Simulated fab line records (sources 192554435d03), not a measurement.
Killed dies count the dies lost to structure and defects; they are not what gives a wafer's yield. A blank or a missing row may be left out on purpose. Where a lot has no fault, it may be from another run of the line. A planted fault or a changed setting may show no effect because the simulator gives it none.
Which tool did it? -- flow n5_finfet -- 36 wafers from 12 lots sampled at 3 of the route's 1938 steps

## WHAT EACH GAUGE READ, for each wafer
N5_SDB_INSPECT_36: inspects for defects (darkfield).
lot,measured,on,raw_defect_count
L591,day 3 22:28,defect_inspect-01,44 42 40
L592,day 4 06:09,defect_inspect-02,28 37 36
L593,day 4 08:56,defect_inspect-02,38 51 32
L597,day 5 08:42,defect_inspect-02,46 52 39
L599,day 5 21:25,defect_inspect-01,20 34 19
L602,day 7 07:54,defect_inspect-02,44 43 31
L607,day 8 04:47,defect_inspect-02,43 48 58
L610,day 9 06:33,defect_inspect-01,27 36 29
L612,day 9 14:29,defect_inspect-01,63 30 33
L614,day 9 17:56,defect_inspect-01,46 46 32
L611,day 9 20:38,defect_inspect-01,14 19 25
L613,day 9 21:46,defect_inspect-01,23 39 29

N5_HKMG_FIN_OVL_MEAS_50.
lot,measured,on,NDIPOLE_OVL (nm)
L591,day 3 23:55,overlay-02,0.4 0.1 -0.3
L592,day 4 07:35,overlay-02,0.5 0.7 0.5
L593,day 4 10:31,overlay-01,-0.3 0.3 -0.2
L597,day 5 10:16,overlay-02,0.2 0.3 -0.7
L599,day 5 22:52,overlay-01,-0.3 -0.7 0.2
L602,day 7 09:28,overlay-01,-0.3 0.9 -0.5
L607,day 8 06:22,overlay-02,0.6 0.9 1.0
L610,day 9 08:25,overlay-02,0.3 -0.5 0.5
L612,day 9 16:16,overlay-01,0.1 0.1 0.3
L614,day 9 19:38,overlay-02,-1.0 -0.2 -0.6
L611,day 9 22:30,overlay-02,-0.1 -0.7 1.0
L613,day 9 23:17,overlay-02,-0.6 0.1 -0.7

## WHICH TOOL RAN EACH LOT (tool, then ch and the chambers of the sampled wafers, then the start)
lot,N5_HKMG_FIN_HK_ANNEAL_02
L591,"rtp_anneal-01 ch 0, day 3 23:18"
L592,"rtp_anneal-01 ch 0, day 4 06:57"
L593,"rtp_anneal-02 ch 0, day 4 09:44"
L597,"rtp_anneal-02 ch 0, day 5 09:28"
L599,"rtp_anneal-01 ch 0, day 5 22:16"
L602,"rtp_anneal-02 ch 0, day 7 08:44"
L607,"rtp_anneal-01 ch 0, day 8 05:35"
L610,"rtp_anneal-02 ch 0, day 9 07:40"
L612,"rtp_anneal-01 ch 0, day 9 15:29"
L614,"rtp_anneal-02 ch 0, day 9 18:48"
L611,"rtp_anneal-02 ch 0, day 9 21:32"
L613,"rtp_anneal-01 ch 0, day 9 22:38"
- N5_HKMG_FIN_HK_ANNEAL_02: time 30 s.

## WHAT THE TOOLS THEMSELVES READ (means of the sampled wafers that have a number; where no wafer has one, the mark that the record gives instead)
N5_HKMG_FIN_HK_ANNEAL_02.
lot,tool,lamp_power_pct (%),wafer_temp_C_max
L591,rtp_anneal-01,8.85,702.8
L592,rtp_anneal-01,8.84,702.8
L593,rtp_anneal-02,8.75,703.0
L597,rtp_anneal-02,8.80,702.6
L599,rtp_anneal-01,8.79,702.8
L602,rtp_anneal-02,8.83,702.9
L607,rtp_anneal-01,8.78,703.3
L610,rtp_anneal-02,8.83,702.4
L612,rtp_anneal-01,8.77,702.7
L614,rtp_anneal-02,8.78,703.5
L611,rtp_anneal-02,8.80,703.6
L613,rtp_anneal-01,8.78,702.8

## THE ANSWER, worked out from the rows above alone
Rule: usual is defined by the lots themselves. Put in order of their means at a reading, lots are off if they are a third of the lots or fewer, leave a main group of 4 or more, and stand apart from it by a gap of 3 or more times the standard deviation of the main group's means; of several such gaps the widest counts. The tables above print the reading to a certain number of digits; a main group whose means all agree to those digits is not used. A lot without any number at a reading at which 4 lots or more have one is off too. Any other lot the step has rows for is counted as sound. Order of review: gauges by route order, followed by the tools' own readings, for which a lot's mean as printed above is used. At the first step where some lot is off, the reading lying furthest off is the one used; lots without a number count as furthest.
No lot is off at any reading shown: from this, nothing can be told.

## WHAT HAD BEEN PUT IN BY THE SIMULATOR
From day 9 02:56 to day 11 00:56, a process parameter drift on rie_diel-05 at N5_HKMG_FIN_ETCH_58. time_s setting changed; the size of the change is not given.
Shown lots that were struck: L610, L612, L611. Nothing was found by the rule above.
